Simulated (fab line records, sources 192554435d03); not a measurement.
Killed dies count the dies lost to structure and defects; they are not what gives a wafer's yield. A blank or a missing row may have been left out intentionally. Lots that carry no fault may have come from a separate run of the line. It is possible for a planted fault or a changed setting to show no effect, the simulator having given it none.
Chamber matching / flow n5 finfet / rie si-03 running N5_FIN_CUT_CUT_ETCH_28: 4 sister chambers
The step etches Si in HBr/Cl2/O2, target depth 6 nm, time 2.4 s. 14 wafers are shown with their chamber, then 7 later ones without.

EACH WAFER AND ITS CHAMBER
wafer=L076.3; chamber=2; drypump motor current A (A)=5.8; throttle valve pct (%)=36.81; oes product au (a.u.)=1.020
wafer=L076.4; chamber=0; drypump motor current A (A)=6.3; throttle valve pct (%)=36.94; oes product au (a.u.)=1.011
wafer=L076.5; chamber=0; drypump motor current A (A)=6.3; throttle valve pct (%)=36.93; oes product au (a.u.)=1.013
wafer=L077.3; chamber=3; drypump motor current A (A)=5.8; throttle valve pct (%)=36.84; oes product au (a.u.)=1.028
wafer=L077.4; chamber=1; drypump motor current A (A)=5.2; throttle valve pct (%)=37.21; oes product au (a.u.)=0.979
wafer=L077.5; chamber=3; drypump motor current A (A)=5.8; throttle valve pct (%)=36.85; oes product au (a.u.)=1.012
wafer=L078.1; chamber=0; drypump motor current A (A)=6.3; throttle valve pct (%)=36.92; oes product au (a.u.)=1.010
wafer=L078.3; chamber=2; drypump motor current A (A)=5.8; throttle valve pct (%)=36.81; oes product au (a.u.)=1.018
wafer=L078.5; chamber=0; drypump motor current A (A)=6.3; throttle valve pct (%)=36.93; oes product au (a.u.)=1.022
wafer=L080.2; chamber=2; drypump motor current A (A)=5.8; throttle valve pct (%)=36.81; oes product au (a.u.)=1.020
wafer=L080.4; chamber=3; drypump motor current A (A)=5.8; throttle valve pct (%)=36.86; oes product au (a.u.)=1.015
wafer=L080.6; chamber=0; drypump motor current A (A)=6.4; throttle valve pct (%)=36.91; oes product au (a.u.)=1.015
wafer=L082.1; chamber=0; drypump motor current A (A)=6.3; throttle valve pct (%)=36.92; oes product au (a.u.)=1.009
wafer=L082.4; chamber=3; drypump motor current A (A)=5.8; throttle valve pct (%)=36.86; oes product au (a.u.)=1.019

SIGNATURES (means of the wafers above)
reading=drypump motor current A; chamber 0=6.317; chamber 1=5.200; chamber 2=5.800; chamber 3=5.800; scatter within a chamber=0.0289
reading=throttle valve pct; chamber 0=36.9250; chamber 1=37.2100; chamber 2=36.8100; chamber 3=36.8525; scatter within a chamber=0.00908
reading=oes product au; chamber 0=1.01333; chamber 1=0.97900; chamber 2=1.01933; chamber 3=1.01850; scatter within a chamber=0.00511
Rule: a wafer's distance from a chamber is the root of the sum, over the readings, of the square of ((its reading less the chamber's mean) divided by the reading's scatter). If the next closest chamber is less than 2 further off than the closest, the wafer can't be placed; otherwise it belongs to the closest. How the scatter is found: for the shown wafers, subtract from each reading the mean of its chamber, square and add these, divide the total by (wafers less chambers), then take the root.

WAFERS MISSING THEIR CHAMBER
wafer=L082.6; drypump motor current A (A)=6.4; throttle valve pct (%)=36.93; oes product au (a.u.)=1.018
wafer=L090.1; drypump motor current A (A)=5.8; throttle valve pct (%)=36.85; oes product au (a.u.)=1.013
wafer=L090.2; drypump motor current A (A)=6.3; throttle valve pct (%)=36.91; oes product au (a.u.)=1.007
wafer=L090.6; drypump motor current A (A)=6.3; throttle valve pct (%)=36.93; oes product au (a.u.)=1.006
wafer=L096.1; drypump motor current A (A)=6.3; throttle valve pct (%)=36.93; oes product au (a.u.)=1.010
wafer=L096.2; drypump motor current A (A)=5.8; throttle valve pct (%)=36.80; oes product au (a.u.)=1.020
wafer=L096.4; drypump motor current A (A)=5.2; throttle valve pct (%)=37.22; oes product au (a.u.)=0.985

EACH ONE'S CHAMBER
wafer=L082.6; from the rows above=0; in truth=0
wafer=L090.1; from the rows above=3; in truth=3
wafer=L090.2; from the rows above=0; in truth=0
wafer=L090.6; from the rows above=0; in truth=0
wafer=L096.1; from the rows above=0; in truth=0
wafer=L096.2; from the rows above=2; in truth=2
wafer=L096.4; from the rows above=1; in truth=1
Placed correctly: 7 of 7. Not placeable from these rows: 0. Number placed wrongly: 0.
